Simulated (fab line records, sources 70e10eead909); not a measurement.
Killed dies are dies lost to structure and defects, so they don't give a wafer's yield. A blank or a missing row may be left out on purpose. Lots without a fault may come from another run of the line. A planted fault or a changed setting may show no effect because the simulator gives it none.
Which tool did it? | flow nand_harc | 14 lots, 42 wafers sampled, at 3 steps of a route of 1302

WHAT THE GAUGES READ, wafer by wafer
NHARC_P_CONTACT_CD_MEAS_12: target cd 90 nm. Usual: cd_nm 89.9 nm, standard deviation 0.84.
lot  | measured     | on        | cd_nm (nm)       | flag
L314 | day 6 13:19  | cd_sem-01 | 90.1 91.0 90.9   |
L316 | day 7 06:36  | cd_sem-03 | 90.6 89.6 90.6   |
L318 | day 8 02:45  | cd_sem-03 | 89.9 89.3 89.2   |
L319 | day 8 12:44  | cd_sem-01 | 89.0 90.1 91.1   |
L320 | day 9 01:56  | cd_sem-01 | 90.6 89.9 89.6   |
L321 | day 9 07:53  | cd_sem-01 | 90.0 90.8 89.5   |
L323 | day 10 11:47 | cd_sem-01 | 88.5 101.6 102.0 | OFF
L325 | day 11 02:04 | cd_sem-02 | 90.6 90.0 100.5  | OFF
L326 | day 11 04:44 | cd_sem-01 | 88.6 88.5 88.5   |
L332 | day 13 17:01 | cd_sem-02 | 89.3 90.9 89.1   |
L333 | day 14 04:20 | cd_sem-02 | 89.8 90.0 89.0   |
L334 | day 14 19:22 | cd_sem-03 | 89.9 90.3 91.3   |
L335 | day 14 22:17 | cd_sem-03 | 91.8 90.1 91.7   |
L336 | day 15 10:13 | cd_sem-01 | 89.5 89.5 89.8   |

WHICH TOOL RAN EACH LOT (tool, then ch and the chambers of the sampled wafers, then the start)
lot  | NHARC_P_GATE_RTA_82              | NHARC_P_CONTACT_PEB_10
L314 | rtp_anneal-01 ch 0, day 6 11:33  | litho_track-06 ch 0, day 6 13:13
L316 | rtp_anneal-02 ch 0, day 7 04:56  | litho_track-04 ch 0, day 7 06:31
L318 | rtp_anneal-01 ch 0, day 8 01:02  | litho_track-06 ch 0, day 8 02:40
L319 | rtp_anneal-02 ch 0, day 8 11:02  | litho_track-04 ch 0, day 8 12:39
L320 | rtp_anneal-01 ch 0, day 8 23:58  | litho_track-06 ch 0, day 9 01:52
L321 | rtp_anneal-02 ch 0, day 9 06:15  | litho_track-04 ch 0, day 9 07:48
L323 | rtp_anneal-01 ch 0, day 10 10:08 | litho_track-04 ch 0, day 10 11:43
L325 | rtp_anneal-02 ch 0, day 11 00:16 | litho_track-04 ch 0, day 11 01:59
L326 | rtp_anneal-01 ch 0, day 11 02:56 | litho_track-01 ch 0, day 11 04:39
L332 | rtp_anneal-01 ch 0, day 13 15:20 | litho_track-06 ch 0, day 13 16:56
L333 | rtp_anneal-01 ch 0, day 14 02:34 | litho_track-06 ch 0, day 14 04:14
L334 | rtp_anneal-01 ch 0, day 14 17:34 | litho_track-06 ch 0, day 14 19:17
L335 | rtp_anneal-01 ch 0, day 14 20:31 | litho_track-06 ch 0, day 14 22:13
L336 | rtp_anneal-02 ch 0, day 15 08:26 | litho_track-06 ch 0, day 15 10:08
- NHARC_P_GATE_RTA_82: time 30 s.
- NHARC_P_CONTACT_PEB_10: peb time 65 s.

WHAT THE TOOLS THEMSELVES READ (means of the sampled wafers that have a number; where no wafer has one, the mark that the record gives instead)
NHARC_P_GATE_RTA_82. Usual: lamp_power_pct 4.3 %, standard deviation 0.4; lamp_zone_1_pct 4.3 %, standard deviation 0.4; lamp_zone_3_pct 4.3 %, standard deviation 0.4; lamp_zone_6_pct 4.3 %, standard deviation 0.4; wafer_temp_C_max 453.3, standard deviation 0.67.
lot  | tool          | lamp_power_pct (%) | lamp_zone_1_pct (%) | lamp_zone_3_pct (%) | lamp_zone_6_pct (%) | wafer_temp_C_max | flag
L314 | rtp_anneal-01 | 4.7                | 4.7                 | 4.7                 | 4.7                 | 453.0            |
L316 | rtp_anneal-02 | 3.9                | 3.9                 | 3.9                 | 3.9                 | 453.2            |
L318 | rtp_anneal-01 | 4.7                | 4.7                 | 4.7                 | 4.7                 | 453.1            |
L319 | rtp_anneal-02 | 3.9                | 3.9                 | 3.9                 | 3.9                 | 453.1            |
L320 | rtp_anneal-01 | 4.7                | 4.7                 | 4.7                 | 4.7                 | 452.9            |
L321 | rtp_anneal-02 | 3.9                | 3.9                 | 3.9                 | 3.9                 | 453.5            |
L323 | rtp_anneal-01 | 4.7                | 4.7                 | 4.7                 | 4.7                 | 452.8            |
L325 | rtp_anneal-02 | 3.9                | 3.9                 | 3.9                 | 3.9                 | 453.8            |
L326 | rtp_anneal-01 | 4.7                | 4.7                 | 4.7                 | 4.7                 | 453.1            |
L332 | rtp_anneal-01 | 4.7                | 4.7                 | 4.7                 | 4.7                 | 453.8            |
L333 | rtp_anneal-01 | 4.7                | 4.7                 | 4.7                 | 4.7                 | 453.5            |
L334 | rtp_anneal-01 | 4.7                | 4.7                 | 4.7                 | 4.7                 | 453.1            |
L335 | rtp_anneal-01 | 4.7                | 4.7                 | 4.7                 | 4.7                 | 453.5            |
L336 | rtp_anneal-02 | 3.9                | 3.9                 | 3.9                 | 3.9                 | 453.0            |

THE ANSWER, worked out from the rows above alone
Rule: a lot is off if the mean of its wafers that have a number lies more than 3 standard deviations from the usual mean. A lot without any number at a reading at which 4 lots or more have one is off too. The other lots that the step has rows for count as sound. The gauges are gone through in route order, then the tools' own readings, and for those a lot's mean is taken as printed above. The first step at which some lot is off is used, and at that step the reading that is off furthest; a lot without a number counts as furthest.
Off: L323, L325, at NHARC_P_CONTACT_CD_MEAS_12 (cd_nm).
A tool fits if, at a process step before that reading, it ran every lot that is off, and no sound lot after the first of them. The gauges at NHARC_P_CONTACT_CD_MEAS_12 are tried like those tools. One fits: litho_track-04 at NHARC_P_CONTACT_PEB_10. Its last sound lot is L321 (day 9 07:48), its first lot that is off L323 (day 10 11:43): a fault that began between those two fits.

WHAT THE SIMULATOR HAD PUT IN
Process parameter drift: litho_track-04, from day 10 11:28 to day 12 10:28, at NHARC_P_CONTACT_PEB_10. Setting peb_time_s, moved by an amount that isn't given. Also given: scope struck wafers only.
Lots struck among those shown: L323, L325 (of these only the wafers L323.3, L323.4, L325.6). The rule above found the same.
